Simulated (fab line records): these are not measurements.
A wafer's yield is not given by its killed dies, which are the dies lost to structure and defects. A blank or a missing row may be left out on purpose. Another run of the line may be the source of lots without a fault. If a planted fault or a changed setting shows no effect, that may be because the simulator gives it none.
fab line records	flow nandHarc
record: lots: 24	wafers: 72	lastDay: 34
route steps=1302 shown A_CHANNEL_HOLE_D1@487 A_CHANNEL_HOLE_D2@588 A_CHANNEL_FILL_D2@620 A_STAIRCASE@652
lots with no fault: from the same line, run without faults
startH: the number of hours between the record's first day and the start of the first shown wafer of the lot	waitH: time in hours since the lot's previous step	" same as the row above	L1.1+2: one row covering several wafers at once	- value missing, or start not given	* or withheld: withheld	< > ~ a bound
route shown NAME@n: names a module that has steps shown in the file, with the first one's number in the route	usual: the fault-free wafers' mean and standard deviation	same: alike in all rows	chamber/n: place in a boat	sites: per-site readings	_std_site: standard deviation of those values	_edge_site: inner sites' mean taken away from outer sites' mean	radiusMm: how far each site lies from the wafer's centre	mask NAME#n: copy n	behind: the tool/chamber that last shaped the wafer	hold: why the lot was held/for how many hours/how that ended	device: the n, p or np transistor that did not switch	end of line: the same wafers' tests at the end of the route	step lacking rows: just its recipe	killed: not the wafer's yield, but the dies lost to structure and defects at the first sort	map: shows each die of a wafer: x if killed, . if not, _ if none is there
set.NAME: setting as actually run; set.NAME@STEP: the setting as run at that earlier step	model.NAME: the simulator's own value behind a step, which no gauge read
steps of the route over a sample of lots; a table a step, a row a wafer
services: when a tool's chamber went out of use (startH, in hours from the record's first day, below 0 if earlier), for how many hours, and the reason
== steps ==
step: NHARC_A_CHANNEL_HOLE_D1_CD_MEAS_30
usual: cdNm: 90.7/1.3
lot.wafer	tool	chamber	startH	waitH	cdNm
L074.2	cdSem-01	-	184.28	-	89.3
L074.4	"	-	"	"	89.9
L074.5	"	-	"	"	90.1
L075.2	cdSem-01	-	197.47	-	91.7
L075.4	"	-	"	"	91.3
L075.5	"	-	"	"	92.1
L076.1	cdSem-01	-	208.33	-	93.1
L076.2	"	-	"	"	88.6
L076.6	"	-	"	"	89.6
L077.1	cdSem-01	-	215.74	-	91.1
L077.4	"	-	"	"	91.8
L077.6	"	-	"	"	91.3
L078.1	cdSem-03	-	216.02	-	89.4
L078.3	"	-	"	"	88.7
L078.5	"	-	"	"	88.2
L079.4	cdSem-03	-	232.09	-	90.2
L079.5	"	-	"	"	91.1
L079.6	"	-	"	"	90.6
L080.2	cdSem-01	-	251.01	-	92.6
L080.4	"	-	"	"	93.4
L080.5	"	-	"	"	91.4
L081.2	cdSem-03	-	263.55	-	91.1
L081.4	"	-	"	"	90.8
L081.5	"	-	"	"	91.8
L082.1	cdSem-03	-	267.66	-	90.5
L082.3	"	-	"	"	92.2
L082.4	"	-	"	"	90.2
L083.2	cdSem-01	-	279.83	-	90.2
L083.3	"	-	"	"	92.1
L083.4	"	-	"	"	89.0
L084.3	cdSem-01	-	286.03	-	91.9
L084.4	"	-	"	"	91.2
L084.5	"	-	"	"	91.4
L085.1	cdSem-01	-	290.33	-	91.6
L085.2	"	-	"	"	92.3
L085.6	"	-	"	"	91.8
L086.3	cdSem-02	-	305.05	-	90.1
L086.5	"	-	"	"	88.8
L086.6	"	-	"	"	91.2
L087.2	cdSem-02	-	316.47	-	89.0
L087.4	"	-	"	"	89.6
L087.6	"	-	"	"	91.3
L088.2	cdSem-03	-	327.59	-	91.8
L088.3	"	-	"	"	90.6
L088.4	"	-	"	"	91.5
L089.3	cdSem-02	-	336.10	-	91.4
L089.4	"	-	"	"	91.5
L089.6	"	-	"	"	92.5
L090.4	cdSem-01	-	352.43	-	89.8
L090.5	"	-	"	"	90.0
L090.6	"	-	"	"	89.2
L091.1	cdSem-02	-	361.00	-	89.7
L091.3	"	-	"	"	90.3
L091.5	"	-	"	"	88.7
L092.1	cdSem-03	-	363.88	-	89.8
L092.4	"	-	"	"	90.5
L092.5	"	-	"	"	89.3
L093.2	cdSem-01	-	380.17	-	89.3
L093.4	"	-	"	"	89.0
L093.5	"	-	"	"	89.8
L094.2	cdSem-02	-	393.06	-	91.3
L094.4	"	-	"	"	92.1
L094.5	"	-	"	"	90.7
L095.4	cdSem-01	-	397.24	0.1	90.1
L095.5	"	-	"	"	90.7
L095.6	"	-	"	"	90.6
L096.2	cdSem-02	-	405.50	-	91.1
L096.4	"	-	"	"	90.1
L096.5	"	-	"	"	88.2
L097.1	cdSem-03	-	421.37	-	87.9
L097.2	"	-	"	"	90.0
L097.5	"	-	"	"	89.1
step: NHARC_A_CHANNEL_HOLE_D2_ETCH_34
recipe: targetDepthA: 1540	timeS: 77	cf4FlowSccm: 100	chf3FlowSccm: 30	arFlowSccm: 0	rfW: 500	biasW: 200	chemistry: CF4/CHF3
usual: drypumpMotorCurrentA: 5.6/0.42	oesProductAu: 0.961/0.017	rfVppV: 370.1/2.1	showerheadPlenumPTorr: 1.56/0.057	throttleValvePct: 16.801/0.011
lot.wafer	tool	chamber	startH	waitH	drypumpMotorCurrentA	oesProductAu	rfHoursCounterH	rfVppV	showerheadPlenumPTorr	throttleValvePct
L074.2	rieDiel-01	1	-	-	5.3	0.948	2.8	369.3	1.52	16.804
L074.4	"	0	"	"	5.1	0.953	4.6	367.9	1.54	16.805
L074.5	"	1	"	"	5.3	0.949	-	368.5	1.51	16.793
L075.2	rieDiel-01	3	-	-	6.2	0.965	4.4	372.5	1.62	16.810
L075.4	"	2	"	"	5.9	0.977	4.8	373.3	1.65	16.799
L075.5	"	3	"	"	6.2	0.969	-	371.4	1.62	16.797
L078.3	rieDiel-01	0	-	-	5.2	0.981	7.1	369.2	1.54	16.815
L078.1	"	2	"	"	6.0	0.960	6.1	373.4	1.65	16.815
L078.5	"	1	"	"	5.3	0.989	-	368.8	1.51	16.811
L077.4	rieDiel-06	2	-	-	5.4	0.969	0.3	367.6	1.51	16.817
L077.1	"	0	"	"	4.7	0.978	0.2	368.3	1.53	16.795
L077.6	"	2	"	"	5.5	0.964	-	367.8	1.51	16.810
L076.2	rieDiel-10	3	-	-	5.6	0.982	5.0	369.6	1.49	16.798
L076.1	"	2	"	"	5.4	0.956	4.6	371.0	1.56	16.802
L076.6	"	3	"	"	5.6	0.992	-	368.5	1.49	16.804
L079.4	rieDiel-06	1	-	-	5.7	0.973	1.2	367.5	1.51	16.788
L079.5	"	1	"	"	5.7	0.959	-	367.1	1.51	16.805
L079.6	"	2	"	"	5.5	0.969	-	369.2	1.51	16.799
L080.4	rieDiel-10	1	-	-	5.5	0.939	7.0	372.6	1.65	16.793
L080.2	"	2	"	"	5.4	0.917	6.6	370.0	1.56	16.799
L080.5	"	0	"	"	6.0	0.935	-	374.2	1.66	16.819
L082.4	rieDiel-01	2	-	-	6.0	0.934	8.1	371.8	1.65	16.814
L082.3	"	0	"	"	5.2	0.954	9.2	369.0	1.54	16.811
L082.1	"	1	"	"	5.3	0.941	7.1	368.1	1.51	16.802
L081.4	rieDiel-06	3	-	-	6.1	0.929	3.1	368.3	1.55	16.804
L081.2	"	1	"	"	5.7	0.925	2.8	368.3	1.51	16.804
L081.5	"	0	"	"	4.7	0.920	-	368.7	1.52	16.822
L084.4	rieDiel-10	1	-	-	5.5	0.971	8.9	372.0	1.65	16.799
L084.3	"	3	"	"	5.6	0.978	8.6	368.6	1.49	16.819
L084.5	"	2	"	"	5.4	0.968	-	369.7	1.56	16.792
L083.2	rieDiel-01	1	-	-	5.2	0.982	0.2	368.5	1.51	16.808
L083.4	"	3	"	"	6.3	0.974	0.1	371.0	1.62	16.792
L083.3	"	0	"	"	5.2	0.957	0.1	369.7	1.54	16.800
L085.1	rieDiel-06	3	-	-	6.1	0.949	5.1	369.7	1.55	16.814
L085.2	"	1	"	"	5.7	0.958	4.5	366.2	1.50	16.808
L085.6	"	1	"	"	5.7	0.946	-	367.7	1.50	16.792
L086.3	rieDiel-06	3	-	-	6.2	0.953	5.9	370.8	1.55	16.789
L086.5	"	1	"	"	5.7	0.966	-	368.7	1.50	16.806
L086.6	"	2	"	"	5.5	0.962	-	369.4	1.51	16.792
L087.4	rieDiel-06	0	-	-	4.7	0.966	5.6	369.9	1.52	16.803
L087.2	"	1	"	"	5.7	0.958	6.5	368.0	1.50	16.809
L087.6	"	1	"	"	5.7	0.944	-	369.6	1.50	16.809
L088.4	rieDiel-06	2	-	-	5.5	0.952	7.3	367.7	1.51	16.795
L088.3	"	3	"	"	6.1	0.977	7.5	369.6	1.55	16.797
L088.2	"	1	"	"	5.7	0.951	7.3	369.2	1.50	16.806
L089.4	rieDiel-01	2	-	-	6.0	0.970	2.7	372.3	1.65	16.829
L089.3	"	3	"	"	6.3	0.949	3.2	371.0	1.61	16.819
L089.6	"	1	"	"	5.3	0.979	-	368.1	1.51	16.813
L090.4	rieDiel-06	3	-	-	6.1	0.990	8.8	369.6	1.55	16.804
L090.6	"	1	"	"	5.7	0.966	-	367.8	1.50	16.813
L090.5	"	2	"	"	5.5	0.971	-	368.3	1.51	16.811
L091.3	rieDiel-01	1	-	-	5.3	0.925	3.8	368.1	1.51	16.804
L091.1	"	2	"	"	6.0	0.919	4.0	373.7	1.65	16.799
L091.5	"	3	"	"	6.2	0.919	-	372.3	1.61	16.811
L092.4	rieDiel-10	0	-	-	6.0	0.979	2.7	374.2	1.66	16.806
L092.1	"	1	"	"	5.5	0.950	3.2	373.3	1.65	16.803
L092.5	"	0	"	"	6.0	0.968	-	374.0	1.66	16.795
L093.2	rieDiel-10	0	-	-	6.0	0.984	4.1	373.3	1.66	16.823
L093.4	"	1	"	"	5.5	0.951	4.4	372.1	1.65	16.793
L093.5	"	3	"	"	5.6	0.983	-	369.0	1.49	16.796
L094.2	rieDiel-06	0	-	-	4.7	0.955	0.7	368.1	1.52	16.793
L094.5	"	2	"	"	5.4	0.960	-	367.7	1.51	16.804
L094.4	"	0	"	"	4.7	0.950	-	368.5	1.52	16.808
L095.4	rieDiel-01	1	-	-	5.3	0.966	6.3	368.2	1.51	16.781
L095.5	"	0	"	"	5.2	0.968	-	370.3	1.53	16.805
L095.6	"	1	"	"	5.3	0.967	-	367.7	1.51	16.808
L096.4	rieDiel-10	1	-	-	5.4	0.963	6.3	373.0	1.65	16.801
L096.2	"	2	"	"	5.4	0.972	6.9	370.2	1.56	16.808
L096.5	"	2	"	"	5.4	0.982	-	370.4	1.56	16.807
L097.1	rieDiel-01	0	-	-	5.2	0.955	6.5	369.8	1.53	16.799
L097.2	"	3	"	"	6.2	0.966	8.5	372.3	1.61	16.793
L097.5	"	0	"	"	5.2	0.948	-	370.3	1.53	16.810
step: NHARC_A_CHANNEL_HOLE_D2_CD_MEAS_18
usual: cdNm: 100.5/2
lot.wafer	tool	chamber	startH	waitH	cdNm
L074.2	cdSem-01	-	289.31	-	103.0
L074.4	"	-	"	"	101.6
L074.5	"	-	"	"	101.9
L075.2	cdSem-03	-	299.71	-	98.7
L075.4	"	-	"	"	100.2
L075.5	"	-	"	"	100.3
L078.1	cdSem-02	-	321.99	-	99.2
L078.3	"	-	"	"	100.4
L078.5	"	-	"	"	101.7
L077.1	cdSem-01	-	323.16	-	101.1
L077.4	"	-	"	"	101.9
L077.6	"	-	"	"	101.2
L076.1	cdSem-02	-	323.89	-	97.3
L076.2	"	-	"	"	98.8
L076.6	"	-	"	"	99.7
L079.4	cdSem-03	-	333.62	-	104.1
L079.5	"	-	"	"	105.1
L079.6	"	-	"	"	99.4
L080.2	cdSem-01	-	351.23	-	99.0
L080.4	"	-	"	"	99.5
L080.5	"	-	"	"	98.7
L082.1	cdSem-02	-	365.11	-	103.3
L082.3	"	-	"	"	101.7
L082.4	"	-	"	"	98.4
L081.2	cdSem-01	-	366.93	-	100.6
L081.4	"	-	"	"	100.5
L081.5	"	-	"	"	98.8
L084.3	cdSem-02	-	391.59	-	100.6
L084.4	"	-	"	"	100.2
L084.5	"	-	"	"	100.1
L083.2	cdSem-01	-	391.75	-	101.4
L083.3	"	-	"	"	100.5
L083.4	"	-	"	"	102.1
L085.1	cdSem-03	-	393.56	-	97.5
L085.2	"	-	"	"	99.0
L085.6	"	-	"	"	99.9
L086.3	cdSem-01	-	408.57	-	96.9
L086.5	"	-	"	"	100.2
L086.6	"	-	"	"	98.3
L087.2	cdSem-02	-	423.74	-	98.0
L087.4	"	-	"	"	101.2
L087.6	"	-	"	"	102.5
L088.2	cdSem-02	-	433.53	-	101.7
L088.3	"	-	"	"	98.3
L088.4	"	-	"	"	100.7
L089.3	cdSem-03	-	434.67	-	99.1
L089.4	"	-	"	"	101.3
L089.6	"	-	"	"	102.7
L090.4	cdSem-03	-	456.58	-	103.0
L090.5	"	-	"	"	102.8
L090.6	"	-	"	"	102.5
L091.1	cdSem-02	-	465.65	-	98.7
L091.3	"	-	"	"	100.8
L091.5	"	-	"	"	97.9
L092.1	cdSem-03	-	465.80	-	97.4
L092.4	"	-	"	"	104.6
L092.5	"	-	"	"	100.9
L093.2	cdSem-01	-	486.05	-	103.2
L093.4	"	-	"	"	99.5
L093.5	"	-	"	"	97.8
L095.4	cdSem-01	-	501.12	-	100.8
L095.5	"	-	"	"	100.3
L095.6	"	-	"	"	99.6
L094.2	cdSem-03	-	501.16	-	103.4
L094.4	"	-	"	"	102.2
L094.5	"	-	"	"	101.1
L096.2	cdSem-02	-	515.36	-	98.6
L096.4	"	-	"	"	98.9
L096.5	"	-	"	"	103.2
L097.1	cdSem-01	-	527.33	-	103.3
L097.2	"	-	"	"	101.7
L097.5	"	-	"	"	100.2
step: NHARC_A_CHANNEL_FILL_D2_ETCHBACK_20
recipe: targetDepthA: 270	timeS: 13.5	c4f8FlowSccm: withheld	o2FlowSccm: 8	arFlowSccm: withheld	rfW: 600	biasW: 1500	chemistry: C4F8/O2/Ar
usual: oesProductAu: 0.989/0.021	rfVppV: 978/5.1
lot.wafer	tool	chamber	startH	waitH	oesProductAu	rfHoursCounterH	rfVppV
L074.2	rieDiel-08	3	321.56	-	1.002	3	978
L074.4	"	2	"	"	1.000	3	970
L074.5	"	0	"	"	1.004	-	982
L075.2	rieDiel-11	3	329.94	-	0.990	1	973
L075.4	"	2	"	"	1.007	1	978
L075.5	"	3	"	"	0.991	-	975
L078.1	rieDiel-11	1	352.99	-	0.990	2	985
L078.3	"	3	"	"	0.996	2	973
L078.5	"	0	"	"	1.017	-	973
L077.1	rieDiel-08	3	356.80	-	0.989	4	980
L077.4	"	0	"	"	0.999	4	984
L077.6	"	2	"	"	1.001	-	970
L076.1	rieDiel-11	2	356.81	-	1.005	2	978
L076.2	"	3	"	"	0.993	2	973
L076.6	"	1	"	"	0.985	-	985
L079.4	rieDiel-11	3	363.97	-	0.914	2	973
L079.6	"	1	"	"	0.916	-	986
L079.5	"	2	"	"	0.936	-	978
L080.4	rieDiel-11	2	382.66	-	1.010	3	977
L080.2	"	0	"	"	1.010	3	974
L080.5	"	2	"	"	1.020	-	978
L082.4	rieDiel-08	2	396.79	-	0.986	0	972
L082.3	"	0	"	"	0.986	0	984
L082.1	"	1	"	"	1.005	0	978
L081.4	rieDiel-11	0	396.79	-	0.991	3	974
L081.2	"	2	"	"	0.997	3	977
L081.5	"	0	"	"	1.004	-	974
L085.1	rieDiel-11	1	429.08	-	1.003	4	986
L085.2	"	1	"	"	1.005	-	986
L085.6	"	1	"	"	1.001	-	986
L084.4	rieDiel-04	3	429.09	-	0.996	13	980
L084.3	"	1	"	"	1.003	11	974
L084.5	"	0	"	"	1.005	-	971
L083.4	rieDiel-08	3	429.09	-	0.950	2	981
L083.2	"	1	"	"	0.946	2	977
L083.3	"	2	"	"	0.936	2	970
L086.3	rieDiel-08	0	438.77	-	0.973	2	983
L086.5	"	1	"	"	0.980	-	977
L086.6	"	2	"	"	0.976	-	970
L087.2	rieDiel-04	1	457.55	-	0.993	15	974
L087.6	"	2	"	"	0.997	-	982
L087.4	"	1	"	"	1.001	-	975
L088.4	rieDiel-11	3	463.15	-	0.998	0	974
L088.3	"	0	"	"	1.000	0	973
L088.2	"	2	"	"	0.988	0	977
L089.3	rieDiel-11	0	469.73	-	0.957	1	974
L089.4	"	1	"	"	0.948	-	984
L089.6	"	2	"	"	0.939	-	978
L090.4	rieDiel-11	0	487.03	-	1.000	1	973
L090.5	"	2	"	"	0.992	-	977
L090.6	"	3	"	"	1.015	-	973
L091.1	rieDiel-08	3	495.65	-	0.992	4	980
L091.3	"	0	"	"	0.999	4	983
L091.5	"	3	"	"	0.981	-	979
L092.1	rieDiel-04	2	495.67	-	1.001	25	980
L092.4	"	1	"	"	1.003	20	974
L092.5	"	3	"	"	1.005	-	981
L093.4	rieDiel-11	0	523.60	-	0.976	2	974
L093.2	"	1	"	"	0.970	2	986
L093.5	"	1	"	"	0.967	-	985
L094.4	rieDiel-11	3	531.41	-	0.994	2	974
L094.2	"	0	"	"	0.984	2	974
L094.5	"	0	"	"	0.995	-	972
L095.4	rieDiel-04	2	531.44	-	0.998	30	983
L095.5	"	3	"	"	1.000	-	979
L095.6	"	0	"	"	1.000	-	969
L096.4	rieDiel-11	2	546.28	-	0.972	2	979
L096.2	"	0	"	"	0.975	3	972
L096.5	"	2	"	"	0.975	-	979
L097.2	rieDiel-04	1	559.17	-	0.994	2	973
L097.1	"	0	"	"	0.996	3	969
L097.5	"	1	"	"	1.003	-	975
step: NHARC_A_CHANNEL_FILL_D2_RTA_24
recipe: tempC: 1000	timeS: 5
usual: lampPowerPct: 31.7/1.4	wafer_temp_C_max: 1006.4/1.9
lot.wafer	tool	chamber	startH	waitH	lampPowerPct	wafer_temp_C_max
L074.2	rtpAnneal-02	0	344.76	0.1	30.6	1004.5
L074.4	"	0	"	"	30.7	1004.6
L074.5	"	0	"	"	30.7	1007.3
L075.2	rtpAnneal-02	0	353.65	0.1	30.7	1006.5
L075.4	"	0	"	"	30.7	1007.4
L075.5	"	0	"	"	30.7	1005.8
L078.1	rtpAnneal-02	0	376.67	0.1	30.6	1007.4
L078.3	"	0	"	"	30.6	1005.4
L078.5	"	0	"	"	30.6	1008.0
L077.1	rtpAnneal-02	0	380.43	0.0	30.7	1007.3
L077.4	"	0	"	"	30.7	1004.8
L077.6	"	0	"	"	30.8	1005.0
L076.1	rtpAnneal-02	0	380.60	0.2	30.7	1006.5
L076.2	"	0	"	"	30.7	1005.4
L076.6	"	0	"	"	30.7	1009.1
L079.4	rtpAnneal-02	0	387.89	0.1	30.6	1005.9
L079.5	"	0	"	"	30.6	1007.3
L079.6	"	0	"	"	30.7	1006.2
L080.2	rtpAnneal-02	0	407.58	0.1	30.7	1006.8
L080.4	"	0	"	"	30.7	1011.4
L080.5	"	0	"	"	30.6	1007.0
L082.1	rtpAnneal-01	0	420.00	0.0	33.7	1004.8
L082.3	"	0	"	"	33.7	1004.0
L082.4	"	0	"	"	33.7	1004.7
L081.2	rtpAnneal-02	0	420.19	0.2	30.7	1007.5
L081.4	"	0	"	"	30.8	1006.2
L081.5	"	0	"	"	30.7	1006.2
L085.1	rtpAnneal-02	0	452.21	0.0	30.7	1008.6
L085.2	"	0	"	"	30.7	1004.9
L085.6	"	0	"	"	30.7	1010.5
L083.2	rtpAnneal-01	0	452.24	0.1	33.8	1005.1
L083.3	"	0	"	"	33.8	1005.5
L083.4	"	0	"	"	33.7	1004.3
L084.3	rtpAnneal-02	0	456.50	0.1	30.7	1007.4
L084.4	"	0	"	"	30.7	1006.0
L084.5	"	0	"	"	30.7	1007.0
L086.3	rtpAnneal-02	0	462.36	0.1	30.6	1007.5
L086.5	"	0	"	"	30.6	1004.3
L086.6	"	0	"	"	30.6	1007.2
L087.2	rtpAnneal-01	0	481.41	0.1	33.8	1004.2
L087.4	"	0	"	"	33.7	1004.9
L087.6	"	0	"	"	33.7	1005.5
L088.2	rtpAnneal-01	0	487.74	0.1	33.8	1004.9
L088.3	"	0	"	"	33.7	1003.6
L088.4	"	0	"	"	33.7	1005.1
L089.3	rtpAnneal-02	0	493.01	0.1	30.7	1007.6
L089.4	"	0	"	"	30.7	1006.1
L089.6	"	0	"	"	30.7	1008.9
L090.4	rtpAnneal-02	0	512.64	0.1	30.7	1008.1
L090.5	"	0	"	"	30.7	1008.7
L090.6	"	0	"	"	30.7	1012.0
L091.1	rtpAnneal-01	0	519.91	0.0	33.7	1003.8
L091.3	"	0	"	"	33.7	1004.2
L091.5	"	0	"	"	33.7	1004.0
L092.1	rtpAnneal-02	0	520.08	0.2	30.7	1007.5
L092.4	"	0	"	"	30.7	1010.1
L092.5	"	0	"	"	30.7	1006.4
L093.2	rtpAnneal-01	0	548.10	0.1	33.8	1004.8
L093.4	"	0	"	"	33.8	1004.7
L093.5	"	0	"	"	33.8	1004.0
L095.4	rtpAnneal-02	0	557.58	0.1	30.7	1008.8
L095.5	"	0	"	"	30.7	1004.9
L095.6	"	0	"	"	30.6	1008.6
L094.2	rtpAnneal-01	0	557.63	0.2	33.7	1004.0
L094.4	"	0	"	"	33.8	1005.4
L094.5	"	0	"	"	33.8	1004.3
L096.2	rtpAnneal-02	0	570.74	0.1	30.7	1009.0
L096.4	"	0	"	"	30.7	1005.8
L096.5	"	0	"	"	30.7	1006.8
L097.1	rtpAnneal-01	0	586.00	0.0	33.8	1005.2
L097.2	"	0	"	"	33.8	1005.7
L097.5	"	0	"	"	33.8	1005.4
step: NHARC_A_STAIRCASE_ETCH_170
recipe: targetDepthA: 2000	timeS: 66.667	ionEnergyEv: 250	c4f6FlowSccm: 25	o2FlowSccm: 20	arFlowSccm: 500	rfW: 600	biasW: 500	chemistry: C4F6/O2
usual: drypumpMotorCurrentA: 6.0/0.37	oesProductAu: 0.975/0.014	rfVppV: 545.6/2.8	showerheadPlenumPTorr: 3.86/0.13	throttleValvePct: 26.904/0.0095
lot.wafer	tool	chamber	startH	waitH	drypumpMotorCurrentA	oesProductAu	rfHoursCounterH	rfVppV	showerheadPlenumPTorr	throttleValvePct
L074.4	rieDiel-02	0	-	-	5.6	0.970	45	549.5	4.01	26.906
L074.2	"	1	"	"	6.0	0.985	43	545.4	3.80	26.911
L074.5	"	2	"	"	6.0	0.976	-	544.3	3.72	26.896
L075.4	rieDiel-05	2	-	-	5.9	0.972	32	544.3	3.83	26.881
L075.2	"	3	"	"	5.2	0.982	26	547.8	3.96	26.916
L075.5	"	0	"	"	6.7	0.986	-	541.6	3.68	26.905
L078.1	rieDiel-02	1	-	-	6.0	0.960	54	543.7	3.80	26.907
L078.3	"	2	"	"	6.0	0.993	52	543.3	3.71	26.909
L078.5	"	0	"	"	5.6	0.962	-	548.7	4.01	26.897
L077.4	rieDiel-03	1	-	-	5.6	0.973	27	548.5	4.04	26.898
L077.1	"	0	"	"	5.7	0.971	27	549.3	3.98	26.918
L077.6	"	1	"	"	5.6	0.965	-	549.4	4.04	26.904
L076.2	rieDiel-05	1	-	-	6.2	0.982	39	550.3	4.08	26.895
L076.1	"	2	"	"	5.8	0.971	37	545.6	3.83	26.904
L076.6	"	2	"	"	5.9	0.975	-	544.6	3.83	26.880
L079.4	rieDiel-02	2	-	-	6.0	0.967	57	542.4	3.71	26.910
L079.6	"	2	"	"	6.0	0.969	-	542.0	3.71	26.885
L079.5	"	3	"	"	6.1	0.979	-	547.1	3.90	26.915
L080.2	rieDiel-03	3	-	-	6.3	0.976	43	547.4	3.92	26.909
L080.4	"	2	"	"	6.6	0.993	-	543.3	3.68	26.918
L080.5	"	0	"	"	5.7	0.974	-	547.9	3.97	26.907
L082.1	rieDiel-02	0	-	-	5.6	0.984	7	547.7	4.00	26.906
L082.3	"	2	"	"	6.0	0.975	7	542.4	3.71	26.910
L082.4	"	0	"	"	5.6	0.962	-	548.8	4.00	26.907
L081.4	rieDiel-03	1	-	-	5.6	0.970	30	549.5	4.04	26.884
L081.2	"	0	"	"	5.7	0.971	42	548.2	3.97	26.894
L081.5	"	1	"	"	5.6	0.970	-	549.5	4.04	26.897
L085.2	rieDiel-05	0	-	-	6.7	0.986	10	542.1	3.66	26.900
L085.1	"	2	"	"	5.9	0.987	8	544.0	3.82	26.910
L085.6	"	1	"	"	6.2	0.970	-	550.6	4.06	26.909
L083.4	rieDiel-05	1	-	-	6.2	0.943	8	549.9	4.06	26.896
L083.3	"	3	"	"	5.2	0.966	10	547.7	3.94	26.917
L083.2	"	0	"	"	6.7	0.954	10	541.3	3.66	26.892
L084.3	rieDiel-02	0	-	-	5.7	0.999	19	548.0	3.99	26.902
L084.4	"	1	"	"	5.9	0.973	19	543.1	3.78	26.904
L084.5	"	0	"	"	5.6	0.988	-	547.2	3.99	26.908
L086.3	rieDiel-02	0	-	-	5.6	0.993	25	549.0	3.99	26.914
L086.6	"	3	"	"	6.2	0.997	-	545.6	3.89	26.902
L086.5	"	0	"	"	5.6	0.993	-	547.5	3.99	26.922
L087.4	rieDiel-02	0	-	-	5.6	0.982	29	549.4	3.98	26.908
L087.2	"	1	"	"	6.0	0.972	27	543.2	3.78	26.912
L087.6	"	0	"	"	5.6	0.982	-	549.7	3.98	26.890
L088.4	rieDiel-02	0	-	-	5.6	0.991	32	547.7	3.98	26.897
L088.2	"	1	"	"	6.0	0.971	30	542.7	3.78	26.903
L088.3	"	3	"	"	6.1	0.997	25	547.2	3.88	26.899
L089.4	rieDiel-02	3	-	-	6.1	0.982	27	545.7	3.88	26.894
L089.3	"	0	"	"	5.7	0.979	34	547.3	3.98	26.904
L089.6	"	3	"	"	6.2	0.984	-	544.1	3.88	26.907
L090.4	rieDiel-03	1	-	-	5.6	0.979	15	548.5	4.02	26.901
L090.5	"	3	"	"	6.3	0.968	-	546.1	3.91	26.905
L090.6	"	0	"	"	5.7	0.974	-	548.0	3.96	26.902
L091.3	rieDiel-05	2	-	-	5.8	0.970	34	543.8	3.80	26.892
L091.1	"	0	"	"	6.7	0.967	32	542.4	3.65	26.901
L091.5	"	1	"	"	6.2	0.973	-	550.1	4.05	26.899
L092.1	rieDiel-05	3	-	-	5.2	0.954	34	547.9	3.93	26.920
L092.4	"	1	"	"	6.2	0.945	32	549.0	4.05	26.892
L092.5	"	2	"	"	5.8	0.954	-	543.9	3.80	26.904
L093.2	rieDiel-02	0	-	-	5.6	0.987	52	546.7	3.97	26.906
L093.4	"	1	"	"	6.0	0.970	51	543.7	3.76	26.894
L093.5	"	0	"	"	5.6	0.983	-	548.5	3.97	26.913
L095.4	rieDiel-02	2	-	-	6.0	0.987	53	541.0	3.68	26.910
L095.5	"	2	"	"	6.0	0.977	-	541.8	3.68	26.917
L095.6	"	3	"	"	6.1	0.973	-	545.4	3.87	26.914
L094.4	rieDiel-05	1	-	-	6.2	0.967	49	551.0	4.04	26.914
L094.2	"	2	"	"	5.8	0.985	51	543.4	3.79	26.902
L094.5	"	1	"	"	6.2	0.965	-	547.6	4.04	26.907
L096.2	rieDiel-03	1	-	-	5.6	0.978	31	549.6	4.01	26.881
L096.4	"	3	"	"	6.3	0.974	38	546.3	3.89	26.895
L096.5	"	1	"	"	5.6	0.982	-	547.6	4.01	26.900
L097.1	rieDiel-02	1	-	-	6.0	0.959	2	543.3	3.76	26.909
L097.2	"	0	"	"	5.6	0.986	2	547.8	3.97	26.910
L097.5	"	1	"	"	6.0	0.970	-	543.1	3.76	26.917
== services ==
tool	chamber	startH	hours	kind
rieDiel-06	1	270.61	8.8	repair
rieDiel-11	1	301.62	5.6	repair
rieDiel-01	1	327.54	3.7	repair
rieDiel-11	-	368.54	2.1	repair
rieDiel-11	-	378.12	2.4	repair
rieDiel-01	-	380.84	9.0	pm
rieDiel-06	0	390.70	9.6	repair
rieDiel-02	-	394.44	9.0	pm
rieDiel-01	0	401.45	4.7	repair
rieDiel-02	3	413.34	12.9	repair
rieDiel-11	2	424.65	14.1	repair
rieDiel-11	0	426.83	4.5	repair
rieDiel-11	3	428.32	1.6	repair
rieDiel-11	-	432.56	9.0	pm
rieDiel-11	1	455.39	2.2	repair
rieDiel-06	3	458.55	45.8	repair
rieDiel-01	0	468.66	11.7	repair
rieDiel-11	3	469.45	2.4	repair
rieDiel-01	3	472.49	14.8	repair
rieDiel-06	-	484.22	9.0	pm
rieDiel-06	0	513.27	4.5	repair
rieDiel-01	-	513.54	0.4	repair
rieDiel-02	-	572.22	9.0	pm
rieDiel-11	3	577.27	13.9	repair
== key ==
fault none
